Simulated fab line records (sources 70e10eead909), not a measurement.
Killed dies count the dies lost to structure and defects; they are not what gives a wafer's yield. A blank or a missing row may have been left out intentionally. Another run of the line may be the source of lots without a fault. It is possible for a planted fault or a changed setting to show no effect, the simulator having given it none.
Matching of chambers :: flow nand_harc :: NHARC_A_STAIRCASE_TRIM_187 on rie_diel-07: 4 sister chambers
The step chemistry O2, time 211.2 s. 4 wafers are shown with their chamber, then 10 later ones without.

== WAFERS WITH THEIR CHAMBER ==
wafer: L078.6
chamber: 1
showerhead_plenum_p_Torr (Torr): 3.47

wafer: L084.1
chamber: 2
showerhead_plenum_p_Torr (Torr): 3.50

wafer: L083.1
chamber: 3
showerhead_plenum_p_Torr (Torr): 3.58

wafer: L083.4
chamber: 0
showerhead_plenum_p_Torr (Torr): 3.66

== WAFERS WHOSE CHAMBER IS MISSING ==
wafer: L083.6
showerhead_plenum_p_Torr (Torr): 3.46

wafer: L086.3
showerhead_plenum_p_Torr (Torr): 3.65

wafer: L086.4
showerhead_plenum_p_Torr (Torr): 3.58

wafer: L086.6
showerhead_plenum_p_Torr (Torr): 3.58

wafer: L091.2
showerhead_plenum_p_Torr (Torr): 3.64

wafer: L091.3
showerhead_plenum_p_Torr (Torr): 3.45

wafer: L091.5
showerhead_plenum_p_Torr (Torr): 3.49

wafer: L092.4
showerhead_plenum_p_Torr (Torr): 3.48

wafer: L092.5
showerhead_plenum_p_Torr (Torr): 3.48

wafer: L092.6
showerhead_plenum_p_Torr (Torr): 3.45

== CHAMBER TAKEN BY EACH ==
wafer: L083.6
from the rows above: 1
in truth: 1

wafer: L086.3
from the rows above: 0
in truth: 0

wafer: L086.4
from the rows above: 3
in truth: 3

wafer: L086.6
from the rows above: 3
in truth: 3

wafer: L091.2
from the rows above: 0
in truth: 0

wafer: L091.3
from the rows above: 1
in truth: 1

wafer: L091.5
from the rows above: can't be placed: 2 or 1
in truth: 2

wafer: L092.4
from the rows above: can't be placed: 1 or 2
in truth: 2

wafer: L092.5
from the rows above: can't be placed: 1 or 2
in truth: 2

wafer: L092.6
from the rows above: 1
in truth: 1
Correctly placed: 7 of 10. From these rows, 3 cannot be placed; in 3 the true chamber is one of the candidates. 0 placed wrongly.
How it was worked out, from the rows above alone: a wafer's distance from a chamber is the root of the sum, over the readings, of the square of ((its reading less the chamber's mean) divided by the reading's scatter). If the next closest chamber is less than 2 further off than the closest, the wafer can't be placed; otherwise it belongs to the closest. The mean given for a chamber averages the wafers shown for that chamber. The scatter: root of mean squared gap, hidden wafer to nearest shown wafer, with one shown wafer a chamber.
